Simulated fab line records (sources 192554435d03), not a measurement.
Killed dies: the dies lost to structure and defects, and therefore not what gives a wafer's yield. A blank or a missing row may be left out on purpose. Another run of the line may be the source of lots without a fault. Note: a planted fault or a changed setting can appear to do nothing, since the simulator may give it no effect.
Which tool was responsible? | flow n5 finfet | Sampling: 9 lots, 27 wafers, 5 of 1938 route steps

## WHAT EACH GAUGE READ, for each wafer
N5_ILD0_THK_MEAS_08.
lot  | measured    | on            | thk nm (nm)
L106 | day 4 09:45 | film metro-02 | 137.1 137.1 138.6
L109 | day 5 02:56 | film metro-02 | 137.1 139.9 137.5
L111 | day 5 17:46 | film metro-02 | 138.6 138.4 138.5
L112 | day 5 23:11 | film metro-01 | 139.2 139.5 138.6
L115 | day 6 20:51 | film metro-02 | 138.9 137.5 138.5
L119 | day 7 14:54 | film metro-01 | 139.6 139.9 137.3
L122 | day 8 11:14 | film metro-02 | 139.0 138.8 140.6
L124 | day 8 19:04 | film metro-01 | 140.1 138.0 139.6
L126 | day 9 12:11 | film metro-01 | 138.5 137.9 139.8

N5_BEOL_M4_RC_MEAS_101.
lot  | measured     | on        | DIBL_N (mV/V)  | DIBL_P (mV/V)  | IOFF_N (nA/um)    | IOFF_P (nA/um) | ION_N (uA/um) | ION_P (uA/um) | SS_N (mV/dec)  | SS_P (mV/dec)  | VT_N (mV)   | VT_P (mV)
L106 | day 9 17:08  | prober-02 | 38.1 39.7 37.4 | 36.5 38.4 35.3 | 0.204 0.260 0.191 | 0.25 0.31 0.24 | 697 698 683   | 472 477 469   | 72.2 72.9 72.1 | 73.0 73.5 73.2 | 248 243 247 | -247 -241 -247
L109 | day 10 00:43 | prober-01 | 35.7 37.6 37.2 | 36.0 38.7 38.2 | 0.152 0.200 0.187 | 0.24 0.28 0.27 | 668 680 688   | 469 470 472   | 71.6 71.9 72.0 | 73.0 73.7 74.3 | 248 246 244 | -247 -248 -246
L111 | day 11 16:36 | prober-01 | 35.4 34.2 36.1 | 35.6 34.4 38.2 | 0.146 0.130 0.167 | 0.17 0.15 0.20 | 671 657 672   | 458 442 455   | 71.8 72.3 72.0 | 72.9 72.1 73.4 | 250 255 249 | -255 -256 -251
L112 | day 10 09:16 | prober-01 | 38.3 38.0 38.2 | 37.5 36.8 37.1 | 0.176 0.173 0.184 | 0.27 0.24 0.26 | 669 692 678   | 462 473 468   | 71.5 71.6 71.8 | 74.3 73.7 74.1 | 248 247 247 | -245 -248 -243
L115 | day 12 08:26 | prober-01 | 36.2 36.7 35.9 | 35.0 34.4 33.1 | 0.141 0.149 0.131 | 0.21 0.19 0.19 | 664 656 669   | 462 459 460   | 71.5 71.7 70.6 | 73.0 72.9 72.8 | 252 253 250 | -249 -251 -251
L119 | day 13 00:02 | prober-01 | 32.9 34.7 33.8 | 34.3 34.9 33.9 | 0.119 0.137 0.137 | 0.18 0.19 0.18 | 657 665 670   | 457 458 464   | 70.4 70.4 70.4 | 72.8 73.4 73.3 | 251 253 250 | -251 -250 -250
L122 | day 13 05:46 | prober-02 | 39.8 34.7 37.9 | 38.1 34.4 36.6 | 0.211 0.128 0.181 | 0.25 0.20 0.24 | 673 667 677   | 456 459 458   | 72.7 70.1 72.7 | 74.5 72.9 73.4 | 243 251 246 | -251 -249 -248
L124 | day 13 23:15 | prober-02 | 35.5 38.6 36.9 | 34.9 39.7 37.1 | 0.113 0.190 0.152 | 0.14 0.20 0.16 | 649 673 675   | 443 453 455   | 71.2 72.2 71.9 | 72.3 73.7 72.9 | 257 250 251 | -262 -253 -258
L126 | day 14 23:20 | prober-02 | 37.0 32.8 32.9 | 37.7 33.8 34.5 | 0.179 0.114 0.119 | 0.27 0.20 0.23 | 671 657 660   | 468 466 464   | 72.1 70.8 70.8 | 73.9 72.3 73.0 | 248 255 249 | -245 -246 -247

## TOOL THAT RAN EACH LOT (tool first, then ch and the chambers of the sampled wafers, then the start)
lot  | N5_SD_EPI_P_DESCUM_14             | N5_ILD0_LINER_00                 | N5_ILD0_CMP_03
L106 | rie diel-05 ch 1,2,3, day 3 22:35 | ald sin-04 ch 0,1,2, day 4 06:45 | cmp-02 ch 1,2, day 4 09:08
L109 | rie diel-05 ch 0,1, day 4 17:50   | ald sin-02 ch 1,2, day 4 23:57   | cmp-03 ch 2,3, day 5 02:19
L111 | rie diel-04 ch 1,2,3, day 5 10:06 | ald sin-04 ch 0,1,2, day 5 14:46 | cmp-02 ch 0,1,2, day 5 17:11
L112 | rie diel-05 ch 1,2, day 5 14:40   | ald sin-02 ch 0,2,3, day 5 20:13 | cmp-01 ch 2,3, day 5 22:37
L115 | rie diel-04 ch 0,2,3, day 6 12:57 | ald sin-01 ch 2,3, day 6 17:52   | cmp-03 ch 0,3, day 6 20:16
L119 | rie diel-04 ch 1,2, day 7 07:05   | ald sin-04 ch 1,2,3, day 7 11:55 | cmp-02 ch 0,1,3, day 7 14:17
L122 | rie diel-04 ch 0,2,3, day 8 02:43 | ald sin-04 ch 0,1,2, day 8 08:16 | cmp-03 ch 0,1,2, day 8 10:37
L124 | rie diel-05 ch 0,2,3, day 8 11:28 | ald sin-01 ch 1,2, day 8 16:05   | cmp-01 ch 0,1,2, day 8 18:34
L126 | rie diel-04 ch 0,2,3, day 9 04:41 | ald sin-02 ch 0,3, day 9 09:13   | cmp-03 ch 0,1,3, day 9 11:37
- N5_SD_EPI_P_DESCUM_14: chemistry O2, time 7.9 s.
- N5_ILD0_LINER_00: material SiNx, target thk 4 nm, pulse time 1 s, purge time 2 s.
- N5_ILD0_CMP_03: polishes, stops on SiNx, t overpolish 1.9 s, target thk 197.38 nm.

## AS READ BY THE TOOLS THEMSELVES (means over the sampled wafers that have a number; for cases with no such wafer, the mark the record gives instead)
N5_SD_EPI_P_DESCUM_14.
lot  | tool        | bias power w (W) | drypump motor current A (A) | oes product au (a.u.) | rf vpp V (V) | showerhead plenum p Torr (Torr) | temp c (C) | throttle valve pct (%)
L106 | rie diel-05 | 19.94            | 5.9                         | 0.84                  | 243.4        | 2.12                            | 40.00      | 20.47
L109 | rie diel-05 | 20.03            | 6.0                         | 0.72                  | 241.9        | 2.05                            | 40.06      | 20.62
L111 | rie diel-04 | 20.01            | 5.8                         | 0.82                  | 243.8        | 2.10                            | 39.98      | 20.56
L112 | rie diel-05 | 20.01            | 5.8                         | 0.80                  | 242.6        | 2.05                            | 39.95      | 20.56
L115 | rie diel-04 | 20.05            | 5.7                         | 0.78                  | 243.9        | 2.08                            | 39.89      | 20.66
L119 | rie diel-04 | 20.00            | 5.9                         | 0.83                  | 244.2        | 2.15                            | 39.92      | 20.48
L122 | rie diel-04 | 19.98            | 5.7                         | 0.88                  | 244.6        | 2.16                            | 40.00      | 20.54
L124 | rie diel-05 | 20.01            | 5.6                         | 0.79                  | 242.9        | 2.07                            | 40.15      | 20.42
L126 | rie diel-04 | 19.99            | 5.7                         | 0.85                  | 244.0        | 2.16                            | 40.02      | 20.54

N5_ILD0_LINER_00.
lot  | tool       | heater power w (W) | precursor pulse height rel
L106 | ald sin-04 | 888                | 1.005
L109 | ald sin-02 | 861                | 1.009
L111 | ald sin-04 | 893                | 1.024
L112 | ald sin-02 | 941                | 1.006
L115 | ald sin-01 | 872                | 0.989
L119 | ald sin-04 | 818                | 0.981
L122 | ald sin-04 | 888                | 1.003
L124 | ald sin-01 | 817                | 0.990
L126 | ald sin-02 | 970                | 1.005

N5_ILD0_CMP_03.
lot  | tool   | motor current A (A) | overpolish run s (s) | platen rpm (rpm) | time to endpoint s (s)
L106 | cmp-02 | 14.3                | 1.909                | 51.81            | 69
L109 | cmp-03 | 11.4                | 1.906                | 51.76            | 69
L111 | cmp-02 | 13.3                | 1.899                | 51.77            | 68
L112 | cmp-01 | 13.4                | 1.895                | 51.78            | 72
L115 | cmp-03 | 12.7                | 1.910                | 51.82            | 64
L119 | cmp-02 | 13.3                | 1.901                | 51.07            | 66
L122 | cmp-03 | 12.1                | 1.894                | 51.80            | 71
L124 | cmp-01 | 11.8                | 1.894                | 51.77            | 72
L126 | cmp-03 | 12.7                | 1.900                | 51.77            | 70

## THE ANSWER, worked out from the rows above alone
Rule: what is usual is taken from the lots themselves. Put in order of their means at a reading, lots are off if they are a third of the lots or fewer, leave a main group of 4 or more, and stand apart from it by a gap of 3 or more times the standard deviation of the main group's means; of several such gaps the widest counts. Not used: any main group whose means are identical at the precision the tables above print for the reading. A lot without any number at a reading at which 4 lots or more have one is off too. Where the step has rows for the other lots, those lots are counted as sound. The gauges are gone through in route order, then the tools' own readings, and for those a lot's mean is taken as printed above. At the first step where some lot is off, the reading lying furthest off is the one used; lots without a number count as furthest.
Off at N5_ILD0_CMP_03 (platen rpm): L119. For the main group the mean is 51.79 rpm and the standard deviation 0.021.
A tool fits if, at that step or a process step before it, it ran every lot that is off, and no sound lot after the first of them. One fits: cmp-02 at N5_ILD0_CMP_03. A fault onset in the window from L111 (day 5 17:11, its last sound lot) to L119 (day 7 14:17, its first lot off) fits.
The tool's own readings at N5_ILD0_CMP_03 bear it out: on the lots that are off they differ by more than 5 times the standard deviation of the sound lots' means. platen rpm reads 51.07 rpm there against 51.79 rpm on the sound lots.

## WHAT THE SIMULATOR HAD INSERTED
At N5_ILD0_CMP_03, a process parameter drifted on cmp-02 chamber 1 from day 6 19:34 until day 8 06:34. Setting platen rpm, moved by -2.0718, from 51.796. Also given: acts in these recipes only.
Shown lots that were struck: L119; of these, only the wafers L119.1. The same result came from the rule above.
